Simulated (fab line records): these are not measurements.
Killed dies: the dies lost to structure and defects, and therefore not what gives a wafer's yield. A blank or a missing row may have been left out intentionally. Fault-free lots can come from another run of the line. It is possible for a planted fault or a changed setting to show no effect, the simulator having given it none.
Chamber matching :: flow n5-finfet :: N5_HKMG_FIN_ALD_79 on ald-metal-04 has 4 sister chambers
The step deposits TiN, target thk 1.5 nm, pulse time 1 s, purge time 3 s. 8 wafers are shown with their chamber, then 8 later ones without.

## WAFERS PAIRED WITH THEIR CHAMBERS
wafer: L080.5
chamber: 2
heater-power-w (W): 890
precursor-pulse-height-rel: 1.031

wafer: L080.6
chamber: 3
heater-power-w (W): 799
precursor-pulse-height-rel: 1.042

wafer: L081.1
chamber: 3
heater-power-w (W): 801
precursor-pulse-height-rel: 1.001

wafer: L081.5
chamber: 0
heater-power-w (W): 980
precursor-pulse-height-rel: 0.937

wafer: L082.1
chamber: 1
heater-power-w (W): 947
precursor-pulse-height-rel: 1.007

wafer: L082.3
chamber: 2
heater-power-w (W): 910
precursor-pulse-height-rel: 1.020

wafer: L082.5
chamber: 0
heater-power-w (W): 982
precursor-pulse-height-rel: 0.987

wafer: L090.3
chamber: 1
heater-power-w (W): 982
precursor-pulse-height-rel: 1.020

## WAFERS WITH NO CHAMBER GIVEN
wafer: L090.5
heater-power-w (W): 978
precursor-pulse-height-rel: 1.021

wafer: L090.6
heater-power-w (W): 902
precursor-pulse-height-rel: 0.983

wafer: L095.1
heater-power-w (W): 884
precursor-pulse-height-rel: 0.976

wafer: L095.4
heater-power-w (W): 944
precursor-pulse-height-rel: 1.042

wafer: L095.5
heater-power-w (W): 981
precursor-pulse-height-rel: 0.961

wafer: L096.1
heater-power-w (W): 818
precursor-pulse-height-rel: 1.010

wafer: L096.2
heater-power-w (W): 957
precursor-pulse-height-rel: 0.961

wafer: L096.3
heater-power-w (W): 908
precursor-pulse-height-rel: 1.000

## EACH ONE'S CHAMBER
wafer: L090.5
from the rows above: can't be placed: 1 or 0
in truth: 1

wafer: L090.6
from the rows above: 2
in truth: 2

wafer: L095.1
from the rows above: 2
in truth: 2

wafer: L095.4
from the rows above: can't be placed: 1 or 2
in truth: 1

wafer: L095.5
from the rows above: 0
in truth: 0

wafer: L096.1
from the rows above: 3
in truth: 3

wafer: L096.2
from the rows above: can't be placed: 0 or 1
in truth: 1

wafer: L096.3
from the rows above: 2
in truth: 2
Correctly placed: 5 of 8. Cannot be placed on the basis of these rows: 3; the candidates contain the true chamber in 3. Number placed wrongly: 0.
How it was worked out, from the rows above alone: a wafer's distance from a chamber is the root of the sum, over the readings, of the square of ((its reading less the chamber's mean) divided by the reading's scatter). The wafer belongs to the nearest chamber; if the next one is less than 2 further off, it can't be placed. Each chamber's mean is taken over the wafers shown for it. The scatter: take each reading less its chamber's mean, square it, sum over the shown wafers, divide by the number of wafers less the number of chambers, and take the root.
